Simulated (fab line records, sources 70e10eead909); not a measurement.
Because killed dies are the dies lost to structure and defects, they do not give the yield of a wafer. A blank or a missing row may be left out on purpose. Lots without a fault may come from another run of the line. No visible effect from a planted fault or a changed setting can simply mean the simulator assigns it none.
fab line records	flow nand_harc
record: lots: 24	wafers: 72	last_day: 33
route steps=1302 shown P_STI@83 P_GATE@132 P_CONTACT@234
lots that met no fault: taken from a fault-free run of the same line
start_h: hours from the record's first day to the start of the lot's first wafer shown	wait_h: hours since the lot's step before	" as in the row above	L1.1+2: one row covering several wafers at once	- no value, or no start was given	* or withheld: withheld	< > ~ a bound
route shown NAME@n: a module of which the file shows steps, and the number in the route of the first	usual: mean and standard deviation over wafers with no fault	same: alike in all rows	chamber/n: place in a boat	sites: per-site readings	_std_site: their standard deviation	_edge_site: mean of outer sites minus mean of inner sites	radius_mm: how far each site lies from the wafer's centre	mask NAME#n: copy n	behind: the tool/chamber that last shaped the wafer	hold: reason for holding the lot/hours on hold/outcome of the hold	device: the transistor (n, p or np) that didn't switch	end of line: the same wafers' tests at the end of the route	a step with no rows: only its recipe	killed: not the wafer's yield, but the dies lost to structure and defects at the first sort	map: per-die view of a wafer (x killed, . not killed, _ where there is no die)
set.NAME: the run value of the setting; set.NAME@STEP: its run value at that earlier step	model.NAME: the simulator's own value behind a step, which no gauge read
the route's steps for a sample of lots (tables are steps, rows are wafers)
services: the hour from which a tool's chamber was out of use, counted from the record's first day as start_h (under 0 if before that day), plus the number of hours and why
== steps ==
step: NHARC_P_STI_CD_MEAS_09
recipe: target_cd_nm: 200	landing_energy_ev: 500
usual: cd_nm: 199/3.8
lot.wafer	tool	chamber	start_h	wait_h	cd_nm
L074.1	cd_sem-02	0	44.67	-	198
L074.2	"	0	"	"	195
L074.5	"	0	"	"	195
L075.1	cd_sem-03	0	54.99	-	202
L075.2	"	0	"	"	196
L075.5	"	0	"	"	202
L076.1	cd_sem-03	0	64.92	-	198
L076.3	"	0	"	"	199
L076.6	"	0	"	"	198
L077.1	cd_sem-03	0	75.10	-	192
L077.2	"	0	"	"	196
L077.5	"	0	"	"	196
L078.4	cd_sem-03	0	84.82	-	200
L078.5	"	0	"	"	200
L078.6	"	0	"	"	204
L079.3	cd_sem-01	0	92.70	-	196
L079.4	"	0	"	"	199
L079.6	"	0	"	"	197
L080.2	cd_sem-03	0	104.78	-	197
L080.4	"	0	"	"	194
L080.5	"	0	"	"	197
L081.2	cd_sem-01	0	113.36	-	201
L081.4	"	0	"	"	200
L081.5	"	0	"	"	196
L082.2	cd_sem-03	0	124.43	-	203
L082.4	"	0	"	"	199
L082.6	"	0	"	"	199
L083.2	cd_sem-01	0	137.47	-	193
L083.3	"	0	"	"	194
L083.5	"	0	"	"	193
L084.1	cd_sem-03	0	146.23	-	193
L084.2	"	0	"	"	197
L084.3	"	0	"	"	195
L085.1	cd_sem-01	0	152.76	-	205
L085.3	"	0	"	"	202
L085.6	"	0	"	"	202
L086.2	cd_sem-03	0	162.82	-	201
L086.4	"	0	"	"	203
L086.6	"	0	"	"	200
L087.1	cd_sem-01	0	173.30	-	199
L087.2	"	0	"	"	195
L087.6	"	0	"	"	196
L088.3	cd_sem-01	0	182.69	-	197
L088.5	"	0	"	"	196
L088.6	"	0	"	"	201
L089.2	cd_sem-02	0	192.37	-	199
L089.4	"	0	"	"	199
L089.5	"	0	"	"	197
L090.1	cd_sem-02	0	204.22	-	200
L090.2	"	0	"	"	194
L090.3	"	0	"	"	195
L091.2	cd_sem-03	0	212.24	-	204
L091.3	"	0	"	"	205
L091.6	"	0	"	"	205
L092.1	cd_sem-03	0	223.85	-	200
L092.3	"	0	"	"	197
L092.5	"	0	"	"	197
L093.3	cd_sem-03	0	234.22	-	203
L093.5	"	0	"	"	199
L093.6	"	0	"	"	203
L094.1	cd_sem-02	0	243.30	-	206
L094.4	"	0	"	"	204
L094.5	"	0	"	"	206
L095.1	cd_sem-02	0	253.43	-	196
L095.4	"	0	"	"	200
L095.5	"	0	"	"	198
L096.4	cd_sem-02	0	265.55	-	196
L096.5	"	0	"	"	198
L096.6	"	0	"	"	203
L097.1	cd_sem-02	0	274.17	-	203
L097.3	"	0	"	"	198
L097.4	"	0	"	"	203
step: NHARC_P_STI_OCD_MEAS_43
usual: trench_depth_nm: 301/5.6	trench_foot_cd_nm: 157/4
lot.wafer	tool	chamber	start_h	wait_h	trench_depth_nm	trench_foot_cd_nm
L074.1	ocd-02	-	45.96	-	301	156
L074.2	"	-	"	"	298	153
L074.5	"	-	"	"	308	151
L075.1	ocd-02	-	56.29	-	297	160
L075.2	"	-	"	"	294	155
L075.5	"	-	"	"	298	161
L076.1	ocd-01	-	66.21	-	298	156
L076.3	"	-	"	"	307	156
L076.6	"	-	"	"	304	155
L077.1	ocd-01	-	76.40	-	310	149
L077.2	"	-	"	"	305	154
L077.5	"	-	"	"	299	154
L078.4	ocd-01	-	86.21	-	299	158
L078.5	"	-	"	"	301	158
L078.6	"	-	"	"	307	161
L079.3	ocd-01	-	94.00	-	302	154
L079.4	"	-	"	"	293	158
L079.6	"	-	"	"	311	154
L080.2	ocd-01	-	106.10	-	309	153
L080.4	"	-	"	"	304	151
L080.5	"	-	"	"	310	154
L081.2	ocd-01	-	114.65	-	298	160
L081.4	"	-	"	"	304	157
L081.5	"	-	"	"	303	153
L082.2	ocd-02	-	125.81	-	291	162
L082.4	"	-	"	"	302	157
L082.6	"	-	"	"	305	157
L083.2	ocd-01	-	138.79	-	291	152
L083.3	"	-	"	"	292	153
L083.5	"	-	"	"	302	151
L084.1	ocd-01	-	147.55	-	290	153
L084.2	"	-	"	"	295	156
L084.3	"	-	"	"	290	154
L085.1	ocd-01	-	154.05	-	300	164
L085.3	"	-	"	"	295	161
L085.6	"	-	"	"	301	160
L086.2	ocd-02	-	164.11	-	301	159
L086.4	"	-	"	"	306	160
L086.6	"	-	"	"	298	158
L087.1	ocd-01	-	174.60	-	304	156
L087.2	"	-	"	"	300	153
L087.6	"	-	"	"	303	153
L088.3	ocd-02	-	183.98	-	299	156
L088.5	"	-	"	"	298	155
L088.6	"	-	"	"	296	159
L089.2	ocd-01	-	193.65	-	299	157
L089.4	"	-	"	"	297	158
L089.5	"	-	"	"	311	153
L090.1	ocd-02	-	205.51	-	301	158
L090.2	"	-	"	"	290	154
L090.3	"	-	"	"	301	152
L091.2	ocd-02	-	213.53	-	295	163
L091.3	"	-	"	"	299	164
L091.6	"	-	"	"	295	164
L092.1	ocd-02	-	225.14	-	305	158
L092.3	"	-	"	"	308	154
L092.5	"	-	"	"	302	154
L093.3	ocd-02	-	235.51	-	301	161
L093.5	"	-	"	"	304	156
L093.6	"	-	"	"	298	161
L094.1	ocd-02	-	244.59	-	294	164
L094.4	"	-	"	"	292	164
L094.5	"	-	"	"	293	166
L095.1	ocd-01	-	254.75	-	305	153
L095.4	"	-	"	"	294	160
L095.5	"	-	"	"	307	155
L096.4	ocd-02	-	266.84	-	296	154
L096.5	"	-	"	"	297	156
L096.6	"	-	"	"	304	160
L097.1	ocd-01	-	275.46	-	296	162
L097.3	"	-	"	"	295	157
L097.4	"	-	"	"	305	161
step: NHARC_P_GATE_DEP_103
recipe: target_thk_a: 300	target_thk_nm: 30	temp_c: 400	flow_sccm: 200	rf_w: 350	material: SiON
usual: heater_power_w: 796/54
lot.wafer	tool	chamber	start_h	wait_h	heater_power_w
L074.2	pecvd-02	2	98.50	0.5	781
L074.1	"	1	"	"	911
L074.5	"	2	"	"	806
L075.2	pecvd-04	0	103.93	0.5	840
L075.1	"	2	"	"	753
L075.5	"	1	"	"	755
L076.1	pecvd-03	1	114.07	0.6	835
L076.3	"	2	"	"	803
L076.6	"	0	"	"	685
L077.1	pecvd-03	2	124.85	0.6	805
L077.2	"	1	"	"	730
L077.5	"	2	"	"	838
L078.4	pecvd-02	1	136.85	0.3	802
L078.6	"	2	"	"	665
L078.5	"	0	"	"	828
L079.3	pecvd-02	1	143.53	0.3	829
L079.6	"	1	"	"	822
L079.4	"	2	"	"	842
L080.2	pecvd-04	1	158.58	0.5	863
L080.4	"	2	"	"	864
L080.5	"	0	"	"	809
L081.2	pecvd-02	2	171.10	0.5	682
L081.5	"	0	"	"	819
L081.4	"	2	"	"	678
L082.2	pecvd-02	0	176.31	0.5	799
L082.6	"	1	"	"	915
L082.4	"	2	"	"	699
L083.3	pecvd-02	2	192.75	0.3	834
L083.2	"	1	"	"	888
L083.5	"	0	"	"	692
L084.2	pecvd-02	1	198.67	0.5	892
L084.3	"	2	"	"	711
L084.1	"	0	"	"	781
L085.3	pecvd-02	2	202.56	0.3	722
L085.1	"	0	"	"	808
L085.6	"	1	"	"	769
L086.2	pecvd-04	0	211.08	0.5	817
L086.4	"	1	"	"	814
L086.6	"	0	"	"	840
L087.1	pecvd-02	2	225.45	0.5	830
L087.2	"	1	"	"	847
L087.6	"	2	"	"	841
L089.2	pecvd-02	0	243.99	0.5	724
L089.4	"	1	"	"	767
L089.5	"	2	"	"	750
L088.3	pecvd-03	1	244.58	0.3	770
L088.6	"	2	"	"	756
L088.5	"	0	"	"	770
L090.1	pecvd-04	1	264.06	0.6	898
L090.3	"	2	"	"	790
L090.2	"	0	"	"	821
L091.2	pecvd-03	1	266.52	0.4	835
L091.3	"	2	"	"	815
L091.6	"	1	"	"	831
L092.1	pecvd-02	2	276.38	0.7	794
L092.3	"	1	"	"	816
L092.5	"	2	"	"	802
L093.3	pecvd-03	2	286.23	0.4	853
L093.5	"	1	"	"	811
L093.6	"	2	"	"	823
L094.1	pecvd-04	2	301.69	0.6	720
L094.4	"	2	"	"	731
L094.5	"	0	"	"	813
L095.1	pecvd-02	0	305.58	0.6	719
L095.4	"	1	"	"	835
L095.5	"	0	"	"	724
L096.4	pecvd-02	0	318.66	0.5	848
L096.5	"	0	"	"	847
L096.6	"	0	"	"	848
L097.3	pecvd-03	2	327.96	0.3	847
L097.1	"	0	"	"	829
L097.4	"	2	"	"	848
step: NHARC_P_GATE_HM_OPEN_105
recipe: target_depth_a: 3600	o2_flow_sccm: 400	cos_flow_sccm: 20	ar_flow_sccm: 0	rf_w: 500	bias_w: 300	chemistry: O2/COS
usual: cos_flow_sccm: 20.00/0.06	drypump_motor_current_A: 5.7/0.45	o2_flow_sccm: 400.0/1.2	oes_product_au: 0.998/0.014	rf_vpp_V: 467.0/2.3	showerhead_plenum_p_Torr: 3.11/0.099	throttle_valve_pct: 28.331/0.0089
lot.wafer	tool	chamber	start_h	wait_h	cos_flow_sccm	drypump_motor_current_A	o2_flow_sccm	oes_product_au	rf_hours_counter_h	rf_vpp_V	showerhead_plenum_p_Torr	throttle_valve_pct
L074.1	rie_diel-10	3	-	-	19.86	6.4	402.4	1.019	0.6	470.2	3.20	28.336
L074.2	"	0	"	"	20.11	5.8	399.2	1.024	0.6	468.0	3.18	28.346
L074.5	"	3	"	"	19.85	6.4	401.2	1.005	-	467.4	3.20	28.322
L075.1	rie_diel-04	1	-	-	19.98	6.1	397.9	0.995	7.4	470.9	3.26	28.323
L075.2	"	3	"	"	20.10	5.9	398.0	1.001	5.4	470.0	3.21	28.346
L075.5	"	1	"	"	20.01	6.1	399.9	0.987	-	469.3	3.26	28.348
L076.1	rie_diel-12	0	-	-	19.89	6.0	399.8	0.999	0.8	465.6	3.05	28.320
L076.3	"	1	"	"	19.90	5.8	399.1	1.009	0.7	467.8	3.04	28.332
L076.6	"	1	"	"	19.93	5.8	401.8	1.001	-	466.9	3.04	28.337
L077.1	rie_diel-10	0	-	-	20.02	5.8	399.0	1.016	2.0	468.5	3.18	28.333
L077.2	"	1	"	"	20.06	5.7	400.8	0.983	1.5	463.2	2.96	28.340
L077.5	"	0	"	"	20.01	5.8	399.9	1.024	-	469.1	3.18	28.325
L078.4	rie_diel-10	2	-	-	19.98	5.2	401.7	0.982	1.4	467.2	3.09	28.324
L078.6	"	2	"	"	19.97	5.2	401.3	0.971	-	464.9	3.09	28.337
L078.5	"	3	"	"	19.97	6.4	401.8	1.016	-	469.4	3.20	28.335
L079.4	rie_diel-12	1	-	-	19.91	5.8	397.0	1.005	2.7	465.9	3.04	28.315
L079.3	"	2	"	"	19.98	5.6	398.7	0.976	2.5	466.1	3.09	28.338
L079.6	"	1	"	"	20.07	5.8	397.8	0.996	-	465.5	3.04	28.337
L080.2	rie_diel-10	2	-	-	20.09	5.2	398.7	0.976	1.8	467.0	3.09	28.332
L080.4	"	0	"	"	20.02	5.8	399.5	1.012	2.9	469.0	3.18	28.317
L080.5	"	2	"	"	20.02	5.2	401.2	0.979	-	466.5	3.09	28.327
L081.2	rie_diel-10	3	-	-	19.93	6.4	399.0	1.021	4.9	469.6	3.19	28.339
L081.4	"	1	"	"	19.89	5.7	401.2	0.978	5.1	462.5	2.95	28.332
L081.5	"	3	"	"	19.95	6.4	400.3	1.012	-	468.8	3.19	28.340
L082.4	rie_diel-10	2	-	-	20.08	5.2	399.7	0.993	4.8	466.8	3.09	28.336
L082.2	"	0	"	"	20.01	5.9	400.7	1.015	5.0	468.1	3.18	28.331
L082.6	"	2	"	"	19.97	5.2	399.3	0.980	-	467.1	3.09	28.337
L083.3	rie_diel-04	3	-	-	19.99	6.0	401.7	0.999	0.2	468.4	3.21	28.316
L083.2	"	0	"	"	19.95	5.7	399.5	0.999	0.2	466.3	3.10	28.323
L083.5	"	0	"	"	20.02	5.7	399.0	0.994	-	468.0	3.10	28.331
L084.2	rie_diel-12	1	-	-	19.98	5.8	401.3	1.010	5.9	464.0	3.04	28.333
L084.1	"	2	"	"	20.06	5.6	401.7	0.982	4.4	465.5	3.09	28.330
L084.3	"	0	"	"	19.87	5.9	399.0	0.998	6.6	465.8	3.05	28.328
L085.1	rie_diel-10	2	-	-	20.00	5.2	400.3	0.976	6.5	465.9	3.09	28.300
L085.3	"	0	"	"	20.12	5.8	400.4	1.011	5.9	467.4	3.18	28.342
L085.6	"	2	"	"	19.96	5.2	398.6	0.985	-	466.8	3.09	28.342
L086.2	rie_diel-04	1	-	-	20.03	6.2	401.8	0.989	1.6	469.7	3.26	28.335
L086.4	"	2	"	"	20.01	4.7	400.1	1.002	2.4	464.9	2.95	28.324
L086.6	"	1	"	"	19.99	6.1	401.1	0.992	-	468.7	3.26	28.323
L087.2	rie_diel-12	1	-	-	19.95	5.8	400.6	0.992	6.7	465.4	3.04	28.326
L087.1	"	2	"	"	20.14	5.6	401.2	0.975	5.2	467.8	3.09	28.348
L087.6	"	0	"	"	20.01	6.0	400.4	0.989	-	464.5	3.05	28.325
L089.2	rie_diel-04	3	-	-	20.05	5.9	400.6	1.006	3.4	467.7	3.20	28.337
L089.4	"	1	"	"	19.94	6.2	401.8	0.968	2.6	470.0	3.26	28.334
L089.5	"	0	"	"	20.01	5.7	399.5	0.999	-	466.2	3.10	28.330
L088.3	rie_diel-04	3	-	-	20.04	5.9	399.1	1.007	3.5	469.9	3.20	28.320
L088.5	"	3	"	"	20.07	5.9	399.9	1.000	-	470.8	3.20	28.341
L088.6	"	0	"	"	20.06	5.7	399.8	0.998	-	466.8	3.10	28.330
L090.2	rie_diel-10	2	-	-	19.94	5.2	398.3	1.006	0.4	466.6	3.09	28.337
L090.3	"	0	"	"	19.99	5.8	401.4	1.022	0.7	468.5	3.18	28.327
L090.1	"	1	"	"	20.05	5.7	400.7	1.012	0.4	462.1	2.95	28.320
L091.3	rie_diel-04	3	-	-	20.07	5.9	399.2	0.985	4.7	469.5	3.20	28.320
L091.2	"	0	"	"	20.01	5.7	400.2	0.992	4.9	468.7	3.10	28.316
L091.6	"	2	"	"	20.08	4.7	398.2	1.012	-	462.9	2.95	28.341
L092.1	rie_diel-04	3	-	-	19.94	5.9	402.1	1.012	4.9	469.8	3.20	28.335
L092.3	"	1	"	"	20.04	6.2	399.6	0.986	4.8	468.0	3.26	28.329
L092.5	"	3	"	"	19.99	5.9	400.6	1.007	-	468.6	3.20	28.333
L093.3	rie_diel-04	1	-	-	19.99	6.2	398.5	0.971	5.5	470.5	3.26	28.345
L093.6	"	3	"	"	20.05	5.9	399.6	0.994	-	470.1	3.20	28.323
L093.5	"	0	"	"	19.99	5.7	399.3	0.994	-	466.0	3.10	28.316
L094.4	rie_diel-10	0	-	-	20.02	5.8	398.0	1.013	2.2	468.6	3.18	28.322
L094.1	"	1	"	"	19.94	5.7	400.9	1.015	1.8	463.1	2.95	28.344
L094.5	"	2	"	"	19.97	5.2	400.8	1.003	-	466.6	3.09	28.340
L095.1	rie_diel-10	1	-	-	20.03	5.7	400.0	1.015	1.9	462.0	2.95	28.331
L095.4	"	3	"	"	19.99	6.4	400.4	1.016	3.0	468.6	3.19	28.318
L095.5	"	0	"	"	20.03	5.8	400.2	1.034	-	468.9	3.18	28.328
L096.4	rie_diel-12	0	-	-	20.01	6.0	399.4	0.993	2.1	465.1	3.05	28.330
L096.6	"	2	"	"	20.03	5.6	399.0	0.999	-	466.1	3.09	28.330
L096.5	"	3	"	"	20.07	5.1	400.1	0.972	-	469.2	3.22	28.315
L097.4	rie_diel-04	2	-	-	19.95	4.7	400.3	1.001	8.2	462.7	2.95	28.350
L097.3	"	3	"	"	20.03	5.9	398.0	0.999	8.9	470.3	3.20	28.331
L097.1	"	0	"	"	20.07	5.7	399.6	0.998	8.1	467.9	3.10	28.327
step: NHARC_P_GATE_DESCUM_48
recipe: time_s: 3	o2_flow_sccm: 200	ar_flow_sccm: 0	bias_power_w: 0	chemistry: O2
usual: drypump_motor_current_A: 5.7/0.46	o2_flow_sccm: 200.0/0.57	oes_product_au: 0.998/0.015	rf_vpp_V: 57.7/0.85	showerhead_plenum_p_Torr: 1.91/0.065	throttle_valve_pct: 11.312/0.0086
lot.wafer	tool	chamber	start_h	wait_h	drypump_motor_current_A	o2_flow_sccm	oes_product_au	rf_hours_counter_h	rf_vpp_V	showerhead_plenum_p_Torr	throttle_valve_pct
L074.2	rie_diel-12	3	113.47	-	5.1	199.7	1.004	1.0	56.8	1.98	11.304
L074.1	"	2	"	"	5.6	200.0	0.959	0.9	58.0	1.90	11.307
L074.5	"	3	"	"	5.1	199.7	0.988	-	59.3	1.98	11.321
L075.1	rie_diel-12	1	116.71	-	5.8	199.5	0.998	0.7	57.8	1.86	11.294
L075.2	"	2	"	"	5.6	200.0	0.965	0.9	58.7	1.90	11.321
L075.5	"	0	"	"	6.0	199.7	1.004	-	56.4	1.87	11.310
L076.3	rie_diel-04	3	126.90	-	5.9	199.1	0.999	6.7	57.5	1.97	11.300
L076.1	"	0	"	"	5.7	199.4	0.994	8.0	57.0	1.90	11.302
L076.6	"	1	"	"	6.1	200.2	1.000	-	59.0	2.00	11.300
L077.1	rie_diel-04	3	139.80	-	5.9	199.6	1.003	6.9	57.3	1.97	11.314
L077.2	"	0	"	"	5.7	200.0	1.008	8.2	56.8	1.90	11.304
L077.5	"	2	"	"	4.7	199.3	0.982	-	57.0	1.80	11.317
L078.4	rie_diel-12	1	151.90	-	5.8	200.3	0.998	3.0	57.5	1.86	11.310
L078.5	"	2	"	"	5.6	199.9	0.960	-	56.2	1.90	11.317
L078.6	"	3	"	"	5.1	200.4	1.002	-	57.6	1.98	11.303
L079.3	rie_diel-04	2	156.40	-	4.7	198.7	0.978	8.4	57.7	1.80	11.304
L079.4	"	1	"	"	6.1	200.1	1.001	8.7	58.8	2.00	11.317
L079.6	"	3	"	"	5.9	199.8	1.002	-	59.2	1.97	11.322
L080.2	rie_diel-04	1	173.55	-	6.1	200.7	1.003	10.4	57.8	2.00	11.310
L080.4	"	2	"	"	4.7	200.7	0.983	10.4	56.5	1.80	11.313
L080.5	"	0	"	"	5.7	201.4	0.997	-	58.2	1.90	11.316
L081.2	rie_diel-10	2	184.21	-	5.2	199.4	0.980	4.9	56.5	1.89	11.320
L081.4	"	3	"	"	6.3	200.3	1.025	5.3	58.1	1.96	11.317
L081.5	"	2	"	"	5.2	200.3	0.982	-	58.2	1.89	11.328
L082.2	rie_diel-10	0	189.02	-	5.8	199.4	1.014	5.2	57.7	1.95	11.304
L082.4	"	3	"	"	6.4	200.6	1.016	5.3	57.1	1.96	11.310
L082.6	"	1	"	"	5.6	200.0	0.976	-	56.5	1.80	11.309
L083.3	rie_diel-12	1	207.67	-	5.8	200.6	1.007	6.0	56.9	1.86	11.296
L083.2	"	3	"	"	5.1	199.3	1.004	5.8	57.6	1.98	11.322
L083.5	"	2	"	"	5.6	199.8	0.981	-	57.4	1.89	11.305
L084.1	rie_diel-10	2	211.54	-	5.2	199.3	0.976	7.2	58.1	1.89	11.306
L084.3	"	3	"	"	6.3	199.6	1.006	7.4	57.6	1.96	11.316
L084.2	"	0	"	"	5.8	200.1	1.017	7.1	58.6	1.95	11.313
L085.1	rie_diel-10	1	215.46	-	5.7	200.3	0.996	7.6	57.6	1.80	11.314
L085.3	"	3	"	"	6.3	200.0	1.009	7.4	58.8	1.96	11.310
L085.6	"	2	"	"	5.2	199.4	0.979	-	57.1	1.89	11.324
L086.4	rie_diel-12	0	226.88	-	5.9	200.1	0.992	7.5	57.4	1.87	11.311
L086.2	"	2	"	"	5.6	199.0	0.976	5.2	56.9	1.89	11.316
L086.6	"	1	"	"	5.8	201.1	1.011	-	57.4	1.86	11.298
L087.1	rie_diel-04	2	238.05	-	4.7	199.0	1.011	3.4	58.2	1.80	11.313
L087.2	"	0	"	"	5.7	199.1	0.997	2.8	57.2	1.90	11.320
L087.6	"	2	"	"	4.7	199.2	1.009	-	59.0	1.80	11.325
L089.2	rie_diel-10	0	256.82	-	5.8	199.7	1.012	0.0	56.6	1.95	11.314
L089.4	"	2	"	"	5.2	199.7	1.001	0.0	57.5	1.89	11.298
L089.5	"	3	"	"	6.4	200.0	1.014	-	57.1	1.96	11.331
L088.3	rie_diel-04	3	259.65	-	5.9	200.6	1.002	4.0	56.8	1.97	11.306
L088.5	"	0	"	"	5.7	199.5	0.987	-	57.2	1.90	11.306
L088.6	"	1	"	"	6.1	200.2	0.990	-	58.6	2.00	11.312
L090.1	rie_diel-04	3	276.88	-	5.9	200.8	0.999	4.9	59.4	1.97	11.291
L090.3	"	1	"	"	6.1	199.9	0.973	4.8	57.9	2.00	11.317
L090.2	"	2	"	"	4.7	200.3	1.018	5.2	56.2	1.80	11.320
L091.2	rie_diel-10	1	279.38	-	5.7	201.1	1.015	1.2	58.3	1.80	11.308
L091.3	"	2	"	"	5.2	200.1	1.005	1.8	58.9	1.89	11.322
L091.6	"	0	"	"	5.8	200.3	1.037	-	58.1	1.95	11.301
L092.3	rie_diel-04	0	289.04	-	5.7	200.2	0.983	6.1	59.1	1.90	11.306
L092.1	"	1	"	"	6.2	200.3	0.970	5.5	57.3	2.00	11.318
L092.5	"	0	"	"	5.7	200.6	0.989	-	58.4	1.90	11.325
L093.3	rie_diel-10	2	298.92	-	5.2	199.8	0.996	2.2	58.0	1.89	11.324
L093.6	"	2	"	"	5.2	201.0	0.985	-	57.2	1.89	11.312
L093.5	"	3	"	"	6.4	200.9	1.014	-	57.6	1.96	11.302
L094.1	rie_diel-04	1	314.39	-	6.1	200.3	0.989	7.5	57.3	2.00	11.324
L094.4	"	3	"	"	5.9	201.1	1.006	8.2	57.3	1.97	11.299
L094.5	"	1	"	"	6.2	199.6	0.992	-	58.1	2.00	11.303
L095.1	rie_diel-10	3	318.27	-	6.3	200.3	1.000	3.1	57.7	1.96	11.309
L095.4	"	0	"	"	5.9	199.9	1.019	2.5	57.7	1.95	11.314
L095.5	"	0	"	"	5.8	199.5	1.030	-	56.9	1.95	11.306
L096.4	rie_diel-12	3	331.48	-	5.1	199.7	0.966	2.5	59.7	1.98	11.316
L096.6	"	2	"	"	5.6	199.5	1.008	-	56.9	1.89	11.312
L096.5	"	3	"	"	5.1	200.0	0.965	-	58.5	1.98	11.308
L097.1	rie_diel-04	3	340.59	-	5.9	200.2	0.993	9.7	56.9	1.96	11.306
L097.3	"	0	"	"	5.7	200.4	1.004	8.9	55.9	1.90	11.302
L097.4	"	0	"	"	5.7	200.1	0.999	-	57.4	1.90	11.307
step: NHARC_P_CONTACT_INSPECT_14
usual: raw_defect_count: 3.9/2.3
lot.wafer	tool	chamber	start_h	wait_h	raw_defect_count
L074.1	defect_inspect-01	-	121.73	0.0	4
L074.2	"	-	"	"	3
L074.5	"	-	"	"	5
L075.1	defect_inspect-02	-	125.05	0.0	2
L075.2	"	-	"	"	3
L075.5	"	-	"	"	4
L076.1	defect_inspect-01	-	134.88	0.0	4
L076.3	"	-	"	"	5
L076.6	"	-	"	"	6
L077.1	defect_inspect-02	-	147.95	0.0	5
L077.2	"	-	"	"	7
L077.5	"	-	"	"	5
L078.4	defect_inspect-02	-	160.05	0.0	6
L078.5	"	-	"	"	2
L078.6	"	-	"	"	2
L079.3	defect_inspect-02	-	164.72	0.0	2
L079.4	"	-	"	"	3
L079.6	"	-	"	"	2
L080.2	defect_inspect-01	-	181.82	0.0	4
L080.4	"	-	"	"	4
L080.5	"	-	"	"	3
L081.2	defect_inspect-01	-	192.26	0.0	3
L081.4	"	-	"	"	2
L081.5	"	-	"	"	3
L082.2	defect_inspect-01	-	197.15	0.0	3
L082.4	"	-	"	"	4
L082.6	"	-	"	"	2
L083.2	defect_inspect-02	-	215.77	0.0	2
L083.3	"	-	"	"	5
L083.5	"	-	"	"	6
L084.1	defect_inspect-02	-	219.97	0.0	3
L084.2	"	-	"	"	6
L084.3	"	-	"	"	6
L085.1	defect_inspect-01	-	223.68	0.0	5
L085.3	"	-	"	"	10
L085.6	"	-	"	"	16
L086.2	defect_inspect-01	-	235.02	0.0	4
L086.4	"	-	"	"	2
L086.6	"	-	"	"	4
L087.1	defect_inspect-02	-	246.52	0.0	3
L087.2	"	-	"	"	4
L087.6	"	-	"	"	3
L089.2	defect_inspect-02	-	265.16	0.0	7
L089.4	"	-	"	"	5
L089.5	"	-	"	"	7
L088.3	defect_inspect-01	-	267.68	0.0	6
L088.5	"	-	"	"	5
L088.6	"	-	"	"	4
L090.1	defect_inspect-01	-	285.06	0.0	4
L090.2	"	-	"	"	5
L090.3	"	-	"	"	5
L091.2	defect_inspect-02	-	287.37	0.0	2
L091.3	"	-	"	"	3
L091.6	"	-	"	"	2
L092.1	defect_inspect-01	-	296.97	0.0	1
L092.3	"	-	"	"	6
L092.5	"	-	"	"	4
L093.3	defect_inspect-01	-	306.81	0.0	1
L093.5	"	-	"	"	2
L093.6	"	-	"	"	5
L094.1	defect_inspect-02	-	322.52	0.0	2
L094.4	"	-	"	"	3
L094.5	"	-	"	"	0
L095.1	defect_inspect-02	-	326.28	0.0	2
L095.4	"	-	"	"	4
L095.5	"	-	"	"	1
L096.4	defect_inspect-02	-	339.44	0.0	4
L096.5	"	-	"	"	3
L096.6	"	-	"	"	6
L097.1	defect_inspect-02	-	349.12	0.0	2
L097.3	"	-	"	"	1
L097.4	"	-	"	"	2
== services ==
tool	chamber	start_h	hours	kind
pecvd-02	-	74.50	1.0	repair
rie_diel-10	1	78.77	3.3	repair
rie_diel-04	2	84.44	2.5	repair
rie_diel-12	-	91.40	9.0	pm
rie_diel-04	3	92.06	7.0	repair
pecvd-02	0	106.69	16.7	repair
rie_diel-04	-	109.32	0.6	repair
rie_diel-04	3	119.95	3.8	repair
rie_diel-10	0	144.11	3.7	repair
pecvd-02	-	159.09	4.6	repair
rie_diel-10	0	172.89	3.9	repair
rie_diel-12	2	173.10	4.2	repair
rie_diel-04	-	177.97	9.0	pm
rie_diel-10	1	186.70	1.3	repair
rie_diel-04	1	191.70	5.2	repair
pecvd-02	-	200.95	1.0	repair
pecvd-02	-	227.01	13.0	pm
rie_diel-10	-	242.50	9.0	pm
pecvd-02	-	280.02	1.1	repair
rie_diel-10	-	290.26	1.4	repair
pecvd-02	2	298.20	31.8	repair
rie_diel-04	0	298.71	7.4	repair
pecvd-02	1	316.83	7.1	repair
rie_diel-04	1	339.61	9.7	repair
== key ==
fault none
